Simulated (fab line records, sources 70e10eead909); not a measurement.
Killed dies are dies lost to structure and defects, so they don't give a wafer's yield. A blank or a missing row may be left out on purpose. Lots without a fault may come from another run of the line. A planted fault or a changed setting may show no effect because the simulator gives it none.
fab line records | flow nand_harc
record lots=6 wafers=18 last_day=25
route steps=1159 shown A_ONON_D1@432 END@1159
lots that met no fault: from a run of the same line without faults
start_h: hours from the record's first day to the start of the lot's first wafer shown | wait_h: hours since the lot's step before | " the same as in the row above | L1.1+2: a row that stands for several wafers | - no value, or no start given | * or withheld: withheld | < > ~ a bound
route shown NAME@n: a module of which the file shows steps, and the number in the route of the first | usual: mean/standard deviation of fault-free wafers | same: alike in all rows | chamber/n: place in a boat | sites: the reading at each site | _std_site: their standard deviation | _edge_site: outer sites' mean less inner sites' | radius_mm: how far each site lies from the wafer's centre | mask NAME#n: copy n | behind: the tool/chamber that last shaped the wafer | hold: why the lot was held/for how many hours/how that ended | device: the transistor (n, p or np) that didn't switch | end of line: the same wafers' tests at the end of the route | a step without rows: its recipe alone | killed: dies lost to structure and defects at the first sort, not the wafer's yield | map: a wafer's dies, x killed, . not, _ none there
set.NAME: the setting as run; set.NAME@STEP: as run at that earlier step | model.NAME: the simulator's own value behind a step, which no gauge read
lots at some steps of the route; a table a step, a row a wafer
services: from which hour (start_h, from the record's first day; less than 0 if before it) a tool's chamber was out of use, for how many hours, and why
## steps
# step NHARC_A_ONON_D1_DEP_12
# recipe target_thk_a=10000 n2_flow_sccm=2750 n2o_flow_sccm=2000 nh3_flow_sccm=500 sih4_flow_sccm=210 temp_c=400
# step NHARC_A_ONON_D1_THK_MEAS_14
# recipe thk_meas_gauge=ellipsometry
# usual thk_nm=1001/7.6
# columns lot.wafer tool chamber start_h wait_h thk_nm
L451.1 film_metro-01 - 201.07 - 997
L451.2 " - " " 996
L451.5 " - " " 997
L450.1 film_metro-02 - 201.07 - 989
L450.5 " - " " 988
L450.6 " - " " 989
L453.3 film_metro-01 - 217.78 - 995
L453.4 " - " " 995
L453.6 " - " " 994
L455.1 film_metro-02 - 253.19 - 994
L455.3 " - " " 995
L455.4 " - " " 995
L464.2 film_metro-02 - 272.58 - 985
L464.4 " - " " 986
L464.5 " - " " 985
L467.2 film_metro-02 - 298.70 - 1003
L467.5 " - " " 1003
L467.6 " - " " 1004
# step NHARC_A_ONON_D1_ANNEAL_15
# recipe temp_c=750 time_s=3600
# step NHARC_A_ONON_D1_DEP_16
# recipe target_thk_a=10000 n2_flow_sccm=2750 n2o_flow_sccm=2000 nh3_flow_sccm=500 sih4_flow_sccm=210 temp_c=400
# step NHARC_A_ONON_D1_THK_MEAS_18
# recipe thk_meas_gauge=ellipsometry
# usual thk_nm=997/9.7
# columns lot.wafer tool chamber start_h wait_h thk_nm
L451.1 film_metro-01 - 210.00 - 994
L451.2 " - " " 994
L451.5 " - " " 995
L450.1 film_metro-02 - 210.00 - 1006
L450.5 " - " " 1006
L450.6 " - " " 1006
L453.3 film_metro-02 - 225.70 - 983
L453.4 " - " " 984
L453.6 " - " " 983
L455.1 film_metro-01 - 260.15 - 992
L455.3 " - " " 990
L455.4 " - " " 991
L464.2 film_metro-02 - 280.79 - 982
L464.4 " - " " 984
L464.5 " - " " 983
L467.2 film_metro-02 - 305.81 - 1006
L467.5 " - " " 1004
L467.6 " - " " 1003
# step NHARC_A_ONON_D1_DEP_19
# recipe target_thk_a=10000 n2_flow_sccm=2750 n2o_flow_sccm=2000 nh3_flow_sccm=500 sih4_flow_sccm=210 temp_c=400
# step NHARC_A_ONON_D1_THK_MEAS_21
# recipe thk_meas_gauge=ellipsometry
# usual thk_nm=1001/9.2
# columns lot.wafer tool chamber start_h wait_h thk_nm
L450.1 film_metro-02 - 210.56 - 1003
L450.5 " - " " 1004
L450.6 " - " " 1004
L451.1 film_metro-01 - 210.56 - 1010
L451.2 " - " " 1011
L451.5 " - " " 1012
L453.3 film_metro-01 - 226.26 - 988
L453.4 " - " " 990
L453.6 " - " " 989
L455.1 film_metro-01 - 261.14 - 999
L455.3 " - " " 999
L455.4 " - " " 998
L464.2 film_metro-01 - 281.36 - 985
L464.4 " - " " 984
L464.5 " - " " 985
L467.2 film_metro-02 - 306.37 - 1013
L467.5 " - " " 1014
L467.6 " - " " 1014
# step NHARC_A_ONON_D1_DEP_22
# recipe target_thk_a=10000 n2_flow_sccm=2750 n2o_flow_sccm=2000 nh3_flow_sccm=500 sih4_flow_sccm=210 temp_c=400
# step NHARC_A_ONON_D1_THK_MEAS_24
# recipe thk_meas_gauge=ellipsometry
# usual thk_nm=998/9.5
# columns lot.wafer tool chamber start_h wait_h thk_nm
L451.1 film_metro-02 - 211.13 - 1004
L451.2 " - " " 1004
L451.5 " - " " 1003
L450.1 film_metro-01 - 211.15 - 1006
L450.5 " - " " 1004
L450.6 " - " " 1004
L453.3 film_metro-02 - 226.83 - 1009
L453.4 " - " " 1007
L453.6 " - " " 1009
L455.1 film_metro-02 - 262.13 - 988
L455.3 " - " " 989
L455.4 " - " " 988
L464.2 film_metro-01 - 281.93 - 999
L464.4 " - " " 1001
L464.5 " - " " 1000
L467.2 film_metro-02 - 306.96 - 978
L467.5 " - " " 979
L467.6 " - " " 978
# step NHARC_A_ONON_D1_DEP_25
# recipe target_thk_a=10000 n2_flow_sccm=2750 n2o_flow_sccm=2000 nh3_flow_sccm=500 sih4_flow_sccm=210 temp_c=400
# step NHARC_A_ONON_D1_THK_MEAS_27
# recipe thk_meas_gauge=ellipsometry
# usual thk_nm=1000/9.5
# columns lot.wafer tool chamber start_h wait_h thk_nm
L451.1 film_metro-02 - 211.69 - 1003
L451.2 " - " " 1002
L451.5 " - " " 1001
L450.1 film_metro-01 - 211.73 - 1008
L450.5 " - " " 1010
L450.6 " - " " 1009
L453.3 film_metro-02 - 227.40 - 994
L453.4 " - " " 995
L453.6 " - " " 995
L455.1 film_metro-01 - 262.69 - 1017
L455.3 " - " " 1018
L455.4 " - " " 1018
L464.2 film_metro-02 - 282.50 - 997
L464.4 " - " " 998
L464.5 " - " " 998
L467.2 film_metro-02 - 307.53 - 997
L467.5 " - " " 999
L467.6 " - " " 998
# step NHARC_A_ONON_D1_DEP_28
# recipe target_thk_a=10000 n2_flow_sccm=2750 n2o_flow_sccm=2000 nh3_flow_sccm=500 sih4_flow_sccm=210 temp_c=400
# usual n2o_flow_sccm=2001/6.4
# columns lot.wafer tool chamber start_h wait_h n2o_flow_sccm
L451.1 pecvd_onon-01 0 211.75 0.1 2005
L451.2 " 0 " " 1996
L451.5 " 0 " " 2004
L450.1 pecvd_onon-03 0 211.78 0.1 1988
L450.5 " 0 " " 1989
L450.6 " 0 " " 1983
L453.3 pecvd_onon-01 0 227.57 0.2 1999
L453.4 " 0 " " 2004
L453.6 " 0 " " 2007
L455.1 pecvd_onon-01 0 262.74 0.1 1990
L455.3 " 0 " " 1997
L455.4 " 0 " " 1992
L464.2 pecvd_onon-03 0 282.61 0.1 2000
L464.4 " 0 " " 2002
L464.5 " 0 " " 1999
L467.2 pecvd_onon-02 0 307.64 0.1 2008
L467.5 " 0 " " 2002
L467.6 " 0 " " 2011
# step NHARC_A_ONON_D1_THK_MEAS_30
# recipe thk_meas_gauge=ellipsometry
# usual thk_nm=1002/12
# columns lot.wafer tool chamber start_h wait_h thk_nm
L451.1 film_metro-02 - 212.26 - 990
L451.2 " - " " 988
L451.5 " - " " 991
L450.1 film_metro-01 - 212.29 - 1006
L450.5 " - " " 1009
L450.6 " - " " 1008
L453.3 film_metro-02 - 227.96 - 1597
L453.4 " - " " 1598
L453.6 " - " " 1596
L455.1 film_metro-01 - 263.26 - 1587
L455.3 " - " " 1590
L455.4 " - " " 1591
L464.2 film_metro-02 - 283.06 - 987
L464.4 " - " " 988
L464.5 " - " " 988
L467.2 film_metro-02 - 308.10 - 998
L467.5 " - " " 998
L467.6 " - " " 998
# step NHARC_A_ONON_D1_DEP_33
# recipe target_thk_a=2000 temp_c=400 pressure_torr=6.5 rf_w=900 teos_flow_sccm=161.4 flow_sccm=2650 target_thk_nm=200 gas=O2 material=SiO2
# usual heater_power_w=547/85 mfc_precursor_sccm=161.4/0.44 throttle_valve_pct=15.9/0.61
# columns lot.wafer tool chamber start_h wait_h heater_power_w mfc_precursor_sccm throttle_valve_pct
L451.1 pecvd-03 1 212.31 0.1 632 161.6 16.1
L451.2 " 0 " " 472 161.8 16.2
L451.5 " 0 " " 466 161.8 16.0
L450.1 pecvd-04 2 212.40 0.1 596 162.0 16.7
L450.5 " 1 " " 513 161.7 15.1
L450.6 " 0 " " 597 161.8 14.5
L453.3 pecvd-03 0 228.02 0.1 440 161.4 16.0
L453.4 " 0 " " 455 161.5 16.3
L453.6 " 2 " " 601 161.4 16.6
L455.1 pecvd-02 2 263.33 0.1 579 160.7 16.0
L455.3 " 1 " " 518 161.1 15.1
L455.4 " 2 " " 420 161.6 16.0
L464.2 pecvd-04 1 283.12 0.1 457 161.3 15.0
L464.4 " 1 " " 463 162.3 15.0
L464.5 " 0 " " 549 161.3 15.1
L467.2 pecvd-03 0 308.42 0.3 457 161.4 15.7
L467.6 " 2 " " 554 161.4 16.4
L467.5 " 0 " " 462 161.3 15.9
# step NHARC_END_SORT_01
# recipe temp_c=25
# usual killed_at_array=29/10 killed_at_other=0.7/1.1 killed_at_periphery=3.3/2.4 killed_dies=33/11 killed_open=3.3/2 killed_short=1.9/1.3
# same gross_dies=677
# columns lot.wafer tool chamber start_h wait_h killed_at_array killed_at_other killed_at_periphery killed_dies killed_open killed_short
L450.1 prober-01 0 498.07 2.5 20 0 5 25 1 2
L450.5 prober-01 0 501.28 3.7 18 0 2 20 1 0
L450.6 prober-01 0 502.08 4.0 22 1 1 24 3 0
L453.3 prober-02 0 499.71 3.1 676 0 1 677 1 3
L453.4 prober-02 0 500.53 3.4 676 0 1 677 2 1
L453.6 prober-02 0 502.16 4.1 674 0 3 677 1 2
L455.1 prober-01 0 549.56 2.5 673 0 4 677 6 2
L455.3 prober-01 0 551.17 3.1 673 1 3 677 2 3
L455.4 prober-01 0 551.97 3.4 667 5 5 677 2 0
# killed by level:class
L450.1 A_SLIT:chamber_film_flake=10 A_CHANNEL_HOLE_D1:chamber_film_flake=5 P_STI:chamber_film_flake=3 A_STAIRCASE:chamber_film_flake=2 P_GATE:geometric_particle:short=1 A_CHANNEL_FILL_D1:geometric_particle:open=1 A_M0:geometric_particle:short=1 P_ZERO_WELL:chamber_film_flake=1
L453.3 A_ONON_D1:area_dep=661 A_CONTACT:chamber_film_flake=5 A_STAIRCASE:chamber_film_flake=4 A_CHANNEL_HOLE_D1:chamber_film_flake=2 P_M0:geometric_particle:open=1 A_ONON_D1:geometric_particle:short=1 A_CHANNEL_FILL_D1:geometric_particle:short=1 A_WL_FILL:geometric_particle:short=1
L453.4 A_ONON_D1:area_dep=663 A_CONTACT:chamber_film_flake=4 A_CHANNEL_HOLE_D1:chamber_film_flake=2 A_STAIRCASE:chamber_film_flake=2 A_WL_FILL:chamber_film_flake=2 A_CHANNEL_HOLE_D1:geometric_particle:short=1 A_CONTACT:geometric_particle:open=1 A_M0:geometric_particle:open=1
L450.5 A_SLIT:chamber_film_flake=13 P_STI:chamber_film_flake=2 A_CHANNEL_HOLE_D1:chamber_film_flake=2 A_WL_FILL:geometric_particle:open=1 A_STAIRCASE:chamber_film_flake=1 A_CONTACT:chamber_film_flake=1
L450.6 A_SLIT:chamber_film_flake=14 A_CHANNEL_HOLE_D1:chamber_film_flake=4 A_CONTACT:chamber_film_flake=2 P_CONTACT:geometric_particle:open=1 A_WL_FILL:geometric_particle:open=1 A_BLC:geometric_particle:open=1 THIN_TSV:chamber_film_flake=1
L453.6 A_ONON_D1:area_dep=660 A_WL_FILL:chamber_film_flake=6 A_CHANNEL_HOLE_D1:chamber_film_flake=4 A_CONTACT:chamber_film_flake=2 P_GATE:geometric_particle:short=1 P_CONTACT:geometric_particle:open=1 A_M0:geometric_particle:short=1 P_ZERO_WELL:chamber_film_flake=1
L455.1 A_ONON_D1:area_dep=638 A_CHANNEL_HOLE_D1:chamber_film_flake=13 A_SLIT:chamber_film_flake=13 A_ONON_D1:geometric_particle:open=3 A_WL_FILL:geometric_particle:short=2 P_M0:geometric_particle:open=1 A_CHANNEL_FILL_D1:geometric_particle:open=1 A_M1:geometric_particle:open=1
L455.3 A_ONON_D1:area_dep=636 A_SLIT:chamber_film_flake=19 A_CHANNEL_HOLE_D1:chamber_film_flake=11 A_M1:geometric_particle:short=2 A_CONTACT:chamber_film_flake=2 P_M0:geometric_particle:open=1 A_CHANNEL_FILL_D1:geometric_particle:short=1 A_CHANNEL_FILL_D1:geometric_particle:open=1
L455.4 A_ONON_D1:area_dep=632 A_CHANNEL_HOLE_D1:chamber_film_flake=13 A_SLIT:chamber_film_flake=11 A_CONTACT:chamber_film_flake=9 THIN_TSV:chamber_film_flake=5 P_M1:chamber_film_flake=2 P_CONTACT:geometric_particle:open=1 A_CONTACT:geometric_particle:open=1
# map L453.3 (x killed, . not)
____________x____________
_________xxxxxxx_________
_______xxxxxxxxxxx_______
______xxxxxxxxxxxxx______
_____xxxxxxxxxxxxxxx_____
____xxxxxxxxxxxxxxxxx____
____xxxxxxxxxxxxxxxxx____
___xxxxxxxxxxxxxxxxxxx___
___xxxxxxxxxxxxxxxxxxx___
__xxxxxxxxxxxxxxxxxxxxx__
__xxxxxxxxxxxxxxxxxxxxx__
_xxxxxxxxxxxxxxxxxxxxxxx_
_xxxxxxxxxxxxxxxxxxxxxxx_
_xxxxxxxxxxxxxxxxxxxxxxx_
_xxxxxxxxxxxxxxxxxxxxxxx_
_xxxxxxxxxxxxxxxxxxxxxxx_
xxxxxxxxxxxxxxxxxxxxxxxxx
xxxxxxxxxxxxxxxxxxxxxxxxx
xxxxxxxxxxxxxxxxxxxxxxxxx
xxxxxxxxxxxxxxxxxxxxxxxxx
xxxxxxxxxxxxxxxxxxxxxxxxx
_xxxxxxxxxxxxxxxxxxxxxxx_
_xxxxxxxxxxxxxxxxxxxxxxx_
_xxxxxxxxxxxxxxxxxxxxxxx_
_xxxxxxxxxxxxxxxxxxxxxxx_
_xxxxxxxxxxxxxxxxxxxxxxx_
__xxxxxxxxxxxxxxxxxxxxx__
__xxxxxxxxxxxxxxxxxxxxx__
___xxxxxxxxxxxxxxxxxxx___
___xxxxxxxxxxxxxxxxxxx___
____xxxxxxxxxxxxxxxxx____
____xxxxxxxxxxxxxxxxx____
_____xxxxxxxxxxxxxxx_____
______xxxxxxxxxxxxx______
_______xxxxxxxxxxx_______
_________xxxxxxx_________
____________x____________
# map L455.1 (x killed, . not)
____________x____________
_________xxxxxxx_________
_______xxxxxxxxxxx_______
______xxxxxxxxxxxxx______
_____xxxxxxxxxxxxxxx_____
____xxxxxxxxxxxxxxxxx____
____xxxxxxxxxxxxxxxxx____
___xxxxxxxxxxxxxxxxxxx___
___xxxxxxxxxxxxxxxxxxx___
__xxxxxxxxxxxxxxxxxxxxx__
__xxxxxxxxxxxxxxxxxxxxx__
_xxxxxxxxxxxxxxxxxxxxxxx_
_xxxxxxxxxxxxxxxxxxxxxxx_
_xxxxxxxxxxxxxxxxxxxxxxx_
_xxxxxxxxxxxxxxxxxxxxxxx_
_xxxxxxxxxxxxxxxxxxxxxxx_
xxxxxxxxxxxxxxxxxxxxxxxxx
xxxxxxxxxxxxxxxxxxxxxxxxx
xxxxxxxxxxxxxxxxxxxxxxxxx
xxxxxxxxxxxxxxxxxxxxxxxxx
xxxxxxxxxxxxxxxxxxxxxxxxx
_xxxxxxxxxxxxxxxxxxxxxxx_
_xxxxxxxxxxxxxxxxxxxxxxx_
_xxxxxxxxxxxxxxxxxxxxxxx_
_xxxxxxxxxxxxxxxxxxxxxxx_
_xxxxxxxxxxxxxxxxxxxxxxx_
__xxxxxxxxxxxxxxxxxxxxx__
__xxxxxxxxxxxxxxxxxxxxx__
___xxxxxxxxxxxxxxxxxxx___
___xxxxxxxxxxxxxxxxxxx___
____xxxxxxxxxxxxxxxxx____
____xxxxxxxxxxxxxxxxx____
_____xxxxxxxxxxxxxxx_____
______xxxxxxxxxxxxx______
_______xxxxxxxxxxx_______
_________xxxxxxx_________
____________x____________
## services
# columns tool chamber start_h hours kind
pecvd-04 - 195.00 13.0 pm
pecvd-04 0 195.00 13.0 vent_cycle
pecvd-04 1 195.00 13.0 vent_cycle
pecvd-04 2 195.00 13.0 vent_cycle
pecvd_onon-01 - 195.29 13.0 pm
pecvd-02 1 197.95 8.0 repair
pecvd-04 0 208.00 - clean
pecvd-04 1 208.00 - clean
pecvd-04 2 208.00 - clean
pecvd-02 - 232.55 0.5 repair
pecvd-02 - 238.09 0.9 repair
pecvd-02 - 246.98 1.1 repair
pecvd-03 - 292.15 13.0 pm
pecvd-03 0 292.15 13.0 vent_cycle
pecvd-03 1 292.15 13.0 vent_cycle
pecvd-03 2 292.15 13.0 vent_cycle
pecvd_onon-02 - 292.18 13.0 pm
pecvd-03 0 305.15 - clean
pecvd-03 1 305.15 - clean
pecvd-03 2 305.15 - clean
pecvd-02 - 305.54 2.9 repair
## key
first_sign step=NHARC_A_ONON_D1_THK_MEAS_30 reading=thk_nm direction=up sigmas=49 usual=1002 struck=1593
effect step=NHARC_END_SORT_01 reading=killed_at_array direction=up sigmas=63 usual=29 struck=673
more_kills_born_at NHARC_A_ONON_D1_DEP_28@pecvd_onon-01=3890
met_at NHARC_A_ONON_D1_DEP_28
struck_wafers L453.3,L453.4,L453.6,L455.1,L455.3,L455.4
later_rows_left_out L453.3,L453.4,L453.6,L455.1,L455.3,L455.4
tester_left_out L453,L455
onset_between 211.75 227.57
fault kind=process_parameter_drift tool=pecvd_onon-01 chamber=0 onset_h=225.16 steps=NHARC_A_ONON_D1_DEP_28 channel=target_thk_a offset=* shape=step acts_in=* stated=*
# tester_left_out: of these lots the tester's yield and bins aren't shown, on N5 and GAA mostly nor the transistor test; their killed dies are dies lost to structure and defects alone, not to doping, threshold or leakage, so they don't give the yield
# later_rows_left_out: the simulator's readings of these wafers behind a module that went badly wrong aren't trusted and aren't shown, but for the sort
